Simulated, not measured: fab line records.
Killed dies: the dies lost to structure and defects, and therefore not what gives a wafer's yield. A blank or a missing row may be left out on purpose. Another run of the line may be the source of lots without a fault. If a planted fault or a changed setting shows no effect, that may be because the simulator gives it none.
fab line records	flow n5Finfet
[record] lots = 24	wafers = 72	lastDay = 17
route steps=1938 shown STI_FIN_REVEAL@187 DUMMY_GATE@219 SD_ACTIVATION@332 ILD0@339 SDB@375
lots with no fault: from the same line, run without faults
startH: the number of hours between the record's first day and the start of the first shown wafer of the lot	waitH: time in hours since the lot's previous step	" unchanged from the row above	L1.1+2: a row that stands for several wafers	- value missing, or start not given	* or withheld: withheld	< > ~ a bound
route shown NAME@n: NAME is a module with steps in the file, n the number in the route of the first one	usual: mean/standard deviation of fault-free wafers	same: alike in all rows	chamber/n: place in a boat	sites: readings site by site	_std_site: how widely they spread, as a standard deviation	_edge_site: outer sites' mean less inner sites'	radiusMm: how far each site lies from the wafer's centre	mask NAME#n: copy n	behind: the most recent tool/chamber to have shaped the wafer	hold: cause of the lot's hold/its duration in hours/its outcome	device: the transistor (n, p or np) that didn't switch	end of line: tests of these same wafers at the route's end	a step without rows: its recipe alone	killed: count of dies lost to structure and defects at first sort (not the wafer's yield)	map: the dies of a wafer, with x for killed, . for not killed, _ for no die there
set.NAME: the run value of the setting; set.NAME@STEP: its run value at that earlier step	model.NAME: the simulator's own value behind a step, which no gauge read
steps of the route over a sample of lots; a table a step, a row a wafer
services: a tool's chamber out of use, with start hour (startH, from the record's first day; less than 0 if before it), hours out, and reason
[[steps]]
[step N5_STI_FIN_REVEAL_CMP_04]
[recipe] stopOn = Si3N4	tOverpolishS = 4	downForcePsi = 2	platenRpm = 54.18	postCmpClean = alkalineBrush	padVelocityMS = 1.078	targetThkNm = 131.83
[usual] edgeZonePressureFrac = 0.999/0.0055	motorCurrentA = 8.1/0.83	overpolishRunS = 4.000/0.0094	platenRpm = 54.19/0.038	timeToEndpointS = 107/4.1
lot.wafer	tool	chamber	startH	waitH	edgeZonePressureFrac	motorCurrentA	overpolishRunS	platenRpm	timeToEndpointS
L074.4	cmp-02	3	34.24	0.1	0.993	8.0	4.008	54.18	104
L074.5	"	2	"	"	0.993	7.8	3.995	54.19	99
L074.6	"	3	"	"	0.993	7.4	3.999	54.18	107
L075.1	cmp-03	3	40.51	0.0	0.995	9.1	4.007	54.23	103
L075.3	"	1	"	"	0.996	8.1	4.004	54.18	104
L075.6	"	3	"	"	1.001	8.5	3.987	54.24	102
L076.1	cmp-02	0	47.78	0.0	1.005	6.7	3.993	54.13	104
L076.3	"	2	"	"	1.000	8.0	3.999	54.17	103
L076.5	"	0	"	"	1.003	6.5	4.002	54.11	109
L077.1	cmp-02	1	53.65	0.0	0.993	8.2	4.006	54.16	108
L077.2	"	0	"	"	1.005	6.6	3.996	54.20	107
L077.5	"	2	"	"	0.996	7.9	4.003	54.21	106
L078.3	cmp-04	1	57.32	0.1	0.998	8.3	3.994	54.20	111
L078.1	"	3	"	"	1.003	7.4	3.993	54.20	105
L078.5	"	0	"	"	1.004	10.1	3.992	54.18	108
L079.4	cmp-02	1	63.29	0.1	1.002	8.6	4.005	54.14	107
L079.2	"	3	"	"	0.991	7.5	3.989	54.15	108
L079.5	"	0	"	"	0.999	6.3	3.990	54.19	105
L080.4	cmp-03	3	68.17	0.0	1.011	8.9	4.002	54.20	107
L080.1	"	2	"	"	1.000	7.9	3.998	54.19	110
L080.6	"	3	"	"	1.001	9.0	4.015	54.17	107
L081.4	cmp-04	0	74.95	0.0	0.995	10.5	4.003	54.19	110
L081.3	"	3	"	"	1.001	6.9	3.991	54.19	107
L081.5	"	1	"	"	0.992	8.9	3.997	54.12	106
L082.2	cmp-02	0	83.35	0.1	1.007	6.8	3.999	54.19	104
L082.3	"	1	"	"	1.003	8.5	4.008	54.16	103
L082.6	"	2	"	"	1.002	7.8	3.988	54.17	96
L083.3	cmp-04	2	90.03	0.1	1.011	7.6	3.991	54.18	104
L083.4	"	0	"	"	1.012	10.1	4.002	54.18	106
L083.5	"	2	"	"	1.008	7.7	4.000	54.20	104
L084.4	cmp-03	3	94.18	0.1	1.000	8.4	4.009	54.17	106
L084.5	"	0	"	"	1.000	8.4	3.999	54.16	105
L084.6	"	1	"	"	1.004	8.8	3.988	54.24	106
L085.4	cmp-02	2	99.97	0.1	0.989	7.7	4.015	54.18	102
L085.2	"	3	"	"	0.995	7.9	4.003	54.20	105
L085.5	"	1	"	"	0.991	8.5	4.009	54.19	106
L086.2	cmp-04	2	105.19	0.0	1.001	8.2	3.988	54.18	105
L086.1	"	1	"	"	0.992	8.0	3.982	54.25	107
L086.6	"	2	"	"	0.999	7.5	4.001	54.22	106
L087.2	cmp-04	1	111.47	0.1	0.994	8.9	4.003	54.15	109
L087.3	"	3	"	"	0.998	7.5	3.991	54.25	108
L087.1	"	0	"	"	1.005	9.9	3.999	54.16	106
L088.1	cmp-03	3	119.83	0.0	0.995	8.3	4.006	54.20	112
L088.4	"	2	"	"	0.992	7.9	3.998	54.18	116
L088.5	"	3	"	"	0.991	8.9	4.012	54.17	109
L089.1	cmp-04	1	122.85	0.1	1.002	8.2	3.993	54.16	110
L089.3	"	2	"	"	1.014	7.8	3.987	54.19	107
L089.6	"	0	"	"	0.994	10.1	3.984	54.17	107
L090.3	cmp-03	0	128.40	0.0	1.008	8.2	4.000	54.21	110
L090.4	"	2	"	"	1.007	7.7	3.991	54.19	111
L090.6	"	0	"	"	1.001	7.8	4.012	54.18	110
L091.2	cmp-03	1	135.02	0.0	0.994	8.5	3.990	54.18	111
L091.1	"	2	"	"	1.011	8.1	3.998	54.18	113
L091.6	"	1	"	"	0.998	8.2	3.992	54.24	113
L092.1	cmp-03	2	140.74	0.0	1.004	8.1	3.992	54.18	120
L092.2	"	0	"	"	1.012	8.6	3.987	54.25	119
L092.3	"	1	"	"	1.005	8.1	4.003	54.17	121
L093.4	cmp-02	0	148.75	0.1	0.991	6.9	4.005	54.22	106
L093.3	"	1	"	"	1.005	8.6	4.011	54.15	101
L093.6	"	1	"	"	1.002	8.5	4.010	54.14	109
L094.4	cmp-02	2	155.11	0.1	0.993	7.8	4.020	54.28	108
L094.1	"	3	"	"	0.996	7.8	3.979	54.18	106
L094.6	"	1	"	"	1.004	8.4	3.994	54.20	105
L095.1	cmp-02	2	163.09	0.0	0.998	7.7	4.006	54.17	99
L095.4	"	1	"	"	1.007	8.8	3.992	54.22	103
L095.5	"	3	"	"	0.997	7.3	3.997	54.18	105
L096.3	cmp-03	2	169.72	0.1	1.004	8.0	4.005	54.17	106
L096.4	"	0	"	"	1.003	8.3	4.008	54.18	110
L096.6	"	2	"	"	1.002	8.1	4.008	54.18	111
L097.3	cmp-02	2	173.61	0.0	1.009	7.9	3.988	54.17	102
L097.2	"	1	"	"	0.993	8.6	3.995	54.16	104
L097.6	"	3	"	"	1.005	8.3	3.993	54.28	107
[step N5_STI_FIN_REVEAL_CD_MEAS_22]
[recipe] targetCdNm = 6.238	pitchNm = 28	polarity = line
[usual] cdNm = 6.27/0.23
lot.wafer	tool	chamber	startH	waitH	cdNm
L074.4	cdSem-02	-	38.07	0.0	6.32
L074.5	"	-	"	"	6.35
L074.6	"	-	"	"	6.35
L075.1	cdSem-02	-	44.10	0.0	6.70
L075.3	"	-	"	"	6.04
L075.6	"	-	"	"	6.48
L076.1	cdSem-02	-	51.44	0.0	6.26
L076.3	"	-	"	"	6.36
L076.5	"	-	"	"	5.83
L077.1	cdSem-01	-	57.13	0.0	6.12
L077.2	"	-	"	"	5.88
L077.5	"	-	"	"	6.30
L078.1	cdSem-03	-	60.74	0.0	6.31
L078.3	"	-	"	"	6.36
L078.5	"	-	"	"	6.33
L079.2	cdSem-02	-	66.79	0.0	6.43
L079.4	"	-	"	"	6.49
L079.5	"	-	"	"	6.38
L080.1	cdSem-03	-	71.76	0.0	6.60
L080.4	"	-	"	"	6.38
L080.6	"	-	"	"	6.07
L081.3	cdSem-01	-	78.44	0.0	6.25
L081.4	"	-	"	"	5.99
L081.5	"	-	"	"	6.32
L082.2	cdSem-01	-	87.14	0.0	6.10
L082.3	"	-	"	"	5.97
L082.6	"	-	"	"	5.82
L083.3	cdSem-03	-	93.81	0.0	6.37
L083.4	"	-	"	"	6.40
L083.5	"	-	"	"	5.82
L084.4	cdSem-03	-	97.93	0.0	6.46
L084.5	"	-	"	"	6.20
L084.6	"	-	"	"	6.40
L085.2	cdSem-01	-	103.96	0.0	6.48
L085.4	"	-	"	"	6.41
L085.5	"	-	"	"	5.95
L086.1	cdSem-02	-	108.94	0.0	6.35
L086.2	"	-	"	"	6.00
L086.6	"	-	"	"	5.91
L087.1	cdSem-03	-	114.98	0.0	6.31
L087.2	"	-	"	"	5.79
L087.3	"	-	"	"	6.09
L088.1	cdSem-02	-	123.28	0.0	6.31
L088.4	"	-	"	"	6.43
L088.5	"	-	"	"	7.10
L089.1	cdSem-02	-	126.41	0.0	6.08
L089.3	"	-	"	"	6.40
L089.6	"	-	"	"	6.24
L090.3	cdSem-02	-	131.89	0.0	6.44
L090.4	"	-	"	"	6.16
L090.6	"	-	"	"	6.17
L091.1	cdSem-03	-	139.31	0.0	6.29
L091.2	"	-	"	"	6.53
L091.6	"	-	"	"	5.81
L092.1	cdSem-01	-	144.37	0.0	6.58
L092.2	"	-	"	"	6.29
L092.3	"	-	"	"	6.40
L093.3	cdSem-02	-	152.37	0.0	6.09
L093.4	"	-	"	"	6.07
L093.6	"	-	"	"	5.73
L094.1	cdSem-03	-	158.51	0.0	6.28
L094.4	"	-	"	"	6.34
L094.6	"	-	"	"	5.95
L095.1	cdSem-03	-	166.54	0.0	6.09
L095.4	"	-	"	"	6.10
L095.5	"	-	"	"	6.33
L096.3	cdSem-02	-	173.13	0.0	5.77
L096.4	"	-	"	"	6.22
L096.6	"	-	"	"	6.29
L097.2	cdSem-03	-	177.07	0.0	6.90
L097.3	"	-	"	"	6.34
L097.6	"	-	"	"	6.40
[step N5_DUMMY_GATE_THK_MEAS_05]
[usual] thkNm = 72.2/0.9
lot.wafer	tool	chamber	startH	waitH	thkNm
L074.4	filmMetro-01	-	43.46	0.1	71.8
L074.5	"	-	"	"	71.6
L074.6	"	-	"	"	72.5
L075.1	filmMetro-01	-	50.22	0.2	73.7
L075.3	"	-	"	"	72.4
L075.6	"	-	"	"	73.3
L076.1	filmMetro-02	-	55.95	0.1	70.1
L076.3	"	-	"	"	71.7
L076.5	"	-	"	"	71.7
L077.1	filmMetro-02	-	61.42	0.1	71.9
L077.2	"	-	"	"	72.6
L077.5	"	-	"	"	71.9
L078.1	filmMetro-01	-	65.03	0.1	72.1
L078.3	"	-	"	"	71.0
L078.5	"	-	"	"	72.4
L079.2	filmMetro-01	-	71.64	0.1	71.2
L079.4	"	-	"	"	73.1
L079.5	"	-	"	"	71.0
L080.1	filmMetro-01	-	77.03	0.1	73.0
L080.4	"	-	"	"	71.0
L080.6	"	-	"	"	72.9
L081.3	filmMetro-02	-	82.75	0.2	71.5
L081.4	"	-	"	"	71.9
L081.5	"	-	"	"	72.0
L082.2	filmMetro-02	-	92.40	0.2	73.0
L082.3	"	-	"	"	72.8
L082.6	"	-	"	"	73.3
L083.3	filmMetro-02	-	98.74	0.2	72.5
L083.4	"	-	"	"	72.9
L083.5	"	-	"	"	74.5
L084.4	filmMetro-02	-	103.23	0.1	73.6
L084.5	"	-	"	"	73.0
L084.6	"	-	"	"	72.0
L085.2	filmMetro-01	-	108.36	0.1	71.4
L085.4	"	-	"	"	72.0
L085.5	"	-	"	"	71.5
L086.1	filmMetro-01	-	113.24	0.1	72.2
L086.2	"	-	"	"	73.1
L086.6	"	-	"	"	72.6
L087.1	filmMetro-02	-	119.28	0.2	72.0
L087.2	"	-	"	"	71.0
L087.3	"	-	"	"	71.3
L088.1	filmMetro-01	-	127.57	0.1	71.8
L088.4	"	-	"	"	71.3
L088.5	"	-	"	"	70.6
L089.1	filmMetro-02	-	132.53	0.2	72.0
L089.3	"	-	"	"	71.8
L089.6	"	-	"	"	70.4
L090.3	filmMetro-02	-	136.18	0.1	72.2
L090.4	"	-	"	"	73.6
L090.6	"	-	"	"	72.8
L091.1	filmMetro-02	-	144.04	0.1	73.1
L091.2	"	-	"	"	72.7
L091.6	"	-	"	"	73.5
L092.1	filmMetro-02	-	149.22	0.1	73.0
L092.2	"	-	"	"	72.2
L092.3	"	-	"	"	72.7
L093.3	filmMetro-02	-	157.12	0.1	72.7
L093.4	"	-	"	"	72.7
L093.6	"	-	"	"	73.2
L094.1	filmMetro-02	-	163.66	0.1	72.9
L094.4	"	-	"	"	71.7
L094.6	"	-	"	"	72.5
L095.1	filmMetro-02	-	170.87	0.1	71.2
L095.4	"	-	"	"	73.0
L095.5	"	-	"	"	71.5
L096.3	filmMetro-01	-	180.72	0.2	71.0
L096.4	"	-	"	"	71.7
L096.6	"	-	"	"	69.7
L097.2	filmMetro-02	-	181.57	0.1	72.3
L097.3	"	-	"	"	70.8
L097.6	"	-	"	"	71.7
[step N5_SD_ACTIVATION_RS_MEAS_03]
[recipe] thkMeasGauge = four-point-probe
[usual] RS_SD_N = 21.9/0.31	RS_SD_P = 56.5/1.1
lot.wafer	tool	chamber	startH	waitH	RS_SD_N[ohm/sq]	RS_SD_P[ohm/sq]
L074.4	filmMetro-01	-	59.63	0.1	22.0	57.6
L074.5	"	-	"	"	21.8	57.3
L074.6	"	-	"	"	21.9	57.4
L075.1	filmMetro-01	-	66.38	0.2	22.0	56.5
L075.3	"	-	"	"	21.9	55.6
L075.6	"	-	"	"	22.1	56.5
L076.1	filmMetro-01	-	71.75	0.2	21.7	57.5
L076.3	"	-	"	"	21.7	58.2
L076.5	"	-	"	"	21.6	58.0
L077.1	filmMetro-01	-	80.22	0.2	22.1	58.0
L077.2	"	-	"	"	22.0	58.3
L077.5	"	-	"	"	22.3	58.1
L078.1	filmMetro-02	-	81.65	0.2	21.3	55.8
L078.3	"	-	"	"	21.5	56.5
L078.5	"	-	"	"	21.3	56.7
L079.2	filmMetro-02	-	87.17	0.2	22.2	57.7
L079.4	"	-	"	"	22.1	57.3
L079.5	"	-	"	"	22.2	56.9
L080.1	filmMetro-02	-	92.83	0.2	21.8	55.4
L080.4	"	-	"	"	21.9	55.2
L080.6	"	-	"	"	21.8	54.9
L081.3	filmMetro-01	-	101.81	0.2	22.1	57.2
L081.4	"	-	"	"	22.4	56.4
L081.5	"	-	"	"	22.2	56.7
L082.2	filmMetro-01	-	109.00	0.2	21.8	57.0
L082.3	"	-	"	"	21.4	56.2
L082.6	"	-	"	"	21.8	57.2
L083.3	filmMetro-01	-	116.97	0.2	22.2	57.1
L083.4	"	-	"	"	22.0	56.1
L083.5	"	-	"	"	21.7	55.6
L084.4	filmMetro-01	-	118.88	0.1	22.4	54.3
L084.5	"	-	"	"	22.1	55.0
L084.6	"	-	"	"	22.1	55.7
L085.2	filmMetro-02	-	124.40	0.2	22.2	55.8
L085.4	"	-	"	"	22.4	56.9
L085.5	"	-	"	"	22.2	57.1
L086.1	filmMetro-01	-	128.88	0.2	21.9	56.4
L086.2	"	-	"	"	21.8	56.6
L086.6	"	-	"	"	22.0	56.7
L087.1	filmMetro-01	-	136.20	0.2	22.6	54.7
L087.2	"	-	"	"	22.7	54.1
L087.3	"	-	"	"	22.7	54.3
L088.1	filmMetro-02	-	145.20	0.2	21.8	58.2
L088.4	"	-	"	"	22.0	58.3
L088.5	"	-	"	"	22.0	59.1
L089.1	filmMetro-01	-	150.10	0.2	22.2	56.8
L089.3	"	-	"	"	22.1	56.7
L089.6	"	-	"	"	21.9	57.9
L090.3	filmMetro-02	-	151.89	0.2	22.3	56.2
L090.4	"	-	"	"	21.9	54.8
L090.6	"	-	"	"	21.8	56.4
L091.1	filmMetro-01	-	161.20	0.2	22.4	55.6
L091.2	"	-	"	"	22.1	55.5
L091.6	"	-	"	"	22.1	55.0
L092.1	filmMetro-01	-	168.54	0.2	22.2	56.8
L092.2	"	-	"	"	22.5	57.4
L092.3	"	-	"	"	22.4	57.3
L093.3	filmMetro-01	-	173.03	0.2	21.7	56.8
L093.4	"	-	"	"	21.3	57.2
L093.6	"	-	"	"	21.7	57.5
L094.1	filmMetro-02	-	179.08	0.2	21.6	56.3
L094.4	"	-	"	"	21.7	55.7
L094.6	"	-	"	"	21.9	55.9
L095.1	filmMetro-01	-	189.99	0.2	21.9	56.0
L095.4	"	-	"	"	22.1	54.8
L095.5	"	-	"	"	21.6	55.1
L097.2	filmMetro-02	-	197.20	0.2	21.8	56.8
L097.3	"	-	"	"	21.9	56.8
L097.6	"	-	"	"	22.1	56.6
L096.3	filmMetro-01	-	198.18	0.2	21.2	56.5
L096.4	"	-	"	"	21.5	55.4
L096.6	"	-	"	"	21.6	57.1
[step N5_ILD0_THK_MEAS_04]
[usual] thkNm = 198.0/0.96
lot.wafer	tool	chamber	startH	waitH	thkNm
L074.4	filmMetro-01	-	62.59	-	197.1
L074.5	"	-	"	"	196.4
L074.6	"	-	"	"	197.8
L075.1	filmMetro-01	-	69.53	-	197.5
L075.3	"	-	"	"	197.8
L075.6	"	-	"	"	197.5
L076.1	filmMetro-01	-	75.12	-	198.0
L076.3	"	-	"	"	198.2
L076.5	"	-	"	"	196.8
L077.1	filmMetro-02	-	83.23	-	197.5
L077.2	"	-	"	"	198.9
L077.5	"	-	"	"	199.5
L078.1	filmMetro-01	-	84.76	-	199.2
L078.3	"	-	"	"	197.5
L078.5	"	-	"	"	198.4
L079.2	filmMetro-02	-	90.35	-	198.1
L079.4	"	-	"	"	197.3
L079.5	"	-	"	"	198.8
L080.1	filmMetro-02	-	96.48	-	199.2
L080.4	"	-	"	"	198.1
L080.6	"	-	"	"	198.7
L081.3	filmMetro-01	-	104.79	-	197.9
L081.4	"	-	"	"	198.9
L081.5	"	-	"	"	197.1
L082.2	filmMetro-02	-	112.00	-	197.1
L082.3	"	-	"	"	197.8
L082.6	"	-	"	"	195.7
L083.3	filmMetro-02	-	119.95	-	196.8
L083.4	"	-	"	"	198.3
L083.5	"	-	"	"	198.0
L084.4	filmMetro-02	-	122.19	-	197.6
L084.5	"	-	"	"	197.6
L084.6	"	-	"	"	197.3
L085.2	filmMetro-01	-	127.40	-	198.3
L085.4	"	-	"	"	198.7
L085.5	"	-	"	"	198.5
L086.1	filmMetro-02	-	132.11	-	197.4
L086.2	"	-	"	"	197.4
L086.6	"	-	"	"	197.4
L087.1	filmMetro-01	-	139.21	-	198.3
L087.2	"	-	"	"	199.1
L087.3	"	-	"	"	198.9
L088.1	filmMetro-02	-	149.31	-	197.8
L088.4	"	-	"	"	197.9
L088.5	"	-	"	"	197.1
L089.1	filmMetro-02	-	153.11	-	198.6
L089.3	"	-	"	"	198.0
L089.6	"	-	"	"	198.9
L090.3	filmMetro-01	-	155.62	-	200.3
L090.4	"	-	"	"	199.1
L090.6	"	-	"	"	198.3
L091.1	filmMetro-02	-	164.25	-	199.3
L091.2	"	-	"	"	197.4
L091.6	"	-	"	"	197.6
L092.1	filmMetro-01	-	171.57	-	196.3
L092.2	"	-	"	"	198.6
L092.3	"	-	"	"	198.8
L093.3	filmMetro-01	-	176.42	-	198.4
L093.4	"	-	"	"	197.7
L093.6	"	-	"	"	198.7
L094.1	filmMetro-01	-	182.40	-	198.6
L094.4	"	-	"	"	198.7
L094.6	"	-	"	"	197.8
L095.1	filmMetro-02	-	193.50	-	197.1
L095.4	"	-	"	"	195.6
L095.5	"	-	"	"	197.3
L097.2	filmMetro-02	-	200.56	-	198.6
L097.3	"	-	"	"	196.1
L097.6	"	-	"	"	197.3
L096.3	filmMetro-02	-	201.16	-	198.9
L096.4	"	-	"	"	198.1
L096.6	"	-	"	"	197.3
[step N5_SDB_THK_MEAS_31]
[recipe] reads = a-Si_of_DUMMY_GATE_CVD_03
[usual] SDB_THK = 64.5/0.9
lot.wafer	tool	chamber	startH	waitH	SDB_THK[nm]
L074.4	filmMetro-02	-	71.02	-	64.1
L074.5	"	-	"	"	63.8
L074.6	"	-	"	"	64.8
L075.1	filmMetro-01	-	77.64	-	65.9
L075.3	"	-	"	"	64.7
L075.6	"	-	"	"	65.6
L076.1	filmMetro-02	-	83.46	-	62.3
L076.3	"	-	"	"	63.9
L076.5	"	-	"	"	64.0
L077.1	filmMetro-02	-	91.42	-	64.2
L077.2	"	-	"	"	64.8
L077.5	"	-	"	"	64.1
L078.1	filmMetro-02	-	94.13	-	64.3
L078.3	"	-	"	"	63.2
L078.5	"	-	"	"	64.7
L079.2	filmMetro-01	-	99.45	-	63.5
L079.4	"	-	"	"	65.3
L079.5	"	-	"	"	63.2
L080.1	filmMetro-01	-	104.59	-	65.2
L080.4	"	-	"	"	63.3
L080.6	"	-	"	"	65.2
L081.3	filmMetro-02	-	112.88	-	63.8
L081.4	"	-	"	"	64.2
L081.5	"	-	"	"	64.3
L082.2	filmMetro-01	-	119.97	-	65.2
L082.3	"	-	"	"	65.1
L082.6	"	-	"	"	65.5
L083.3	filmMetro-02	-	128.06	-	64.8
L083.4	"	-	"	"	65.1
L083.5	"	-	"	"	66.7
L084.4	filmMetro-01	-	130.23	-	65.9
L084.5	"	-	"	"	65.3
L084.6	"	-	"	"	64.2
L085.2	filmMetro-01	-	135.45	-	63.7
L085.4	"	-	"	"	64.3
L085.5	"	-	"	"	63.8
L086.1	filmMetro-02	-	140.23	-	64.4
L086.2	"	-	"	"	65.4
L086.6	"	-	"	"	64.9
L087.1	filmMetro-01	-	147.97	-	64.2
L087.2	"	-	"	"	63.4
L087.3	"	-	"	"	63.5
L088.1	filmMetro-02	-	157.77	-	64.0
L088.4	"	-	"	"	63.6
L088.5	"	-	"	"	62.8
L089.1	filmMetro-02	-	161.83	-	64.2
L089.3	"	-	"	"	64.0
L089.6	"	-	"	"	62.7
L090.3	filmMetro-01	-	164.36	-	64.4
L090.4	"	-	"	"	65.8
L090.6	"	-	"	"	65.0
L091.1	filmMetro-02	-	172.87	-	65.4
L091.2	"	-	"	"	64.9
L091.6	"	-	"	"	65.8
L092.1	filmMetro-02	-	179.46	-	65.1
L092.2	"	-	"	"	64.5
L092.3	"	-	"	"	64.9
L093.3	filmMetro-02	-	184.38	-	64.9
L093.4	"	-	"	"	65.0
L093.6	"	-	"	"	65.5
L094.1	filmMetro-01	-	192.43	-	65.1
L094.4	"	-	"	"	64.0
L094.6	"	-	"	"	64.7
L095.1	filmMetro-01	-	201.49	-	63.6
L095.4	"	-	"	"	65.3
L095.5	"	-	"	"	63.8
L097.2	filmMetro-01	-	208.45	-	64.5
L097.3	"	-	"	"	63.0
L097.6	"	-	"	"	63.9
L096.3	filmMetro-01	-	209.31	-	63.2
L096.4	"	-	"	"	63.9
L096.6	"	-	"	"	61.9
[[services]]
tool	chamber	startH	hours	kind
cmp-03	-	14.56	24.4	pm
cmp-03	-	59.58	2.0	repair
cmp-02	-	68.71	4.2	repair
cmp-04	-	83.04	4.6	repair
cmp-02	-	93.50	4.2	repair
cmp-03	-	103.29	3.8	repair
cmp-03	-	107.12	5.7	pm
cmp-04	-	123.60	3.2	repair
cmp-03	-	123.72	1.0	repair
cmp-03	-	143.32	18.2	repair
cmp-04	-	148.38	1.8	repair
cmp-03	-	171.73	4.0	pm
[[key]]
fault none
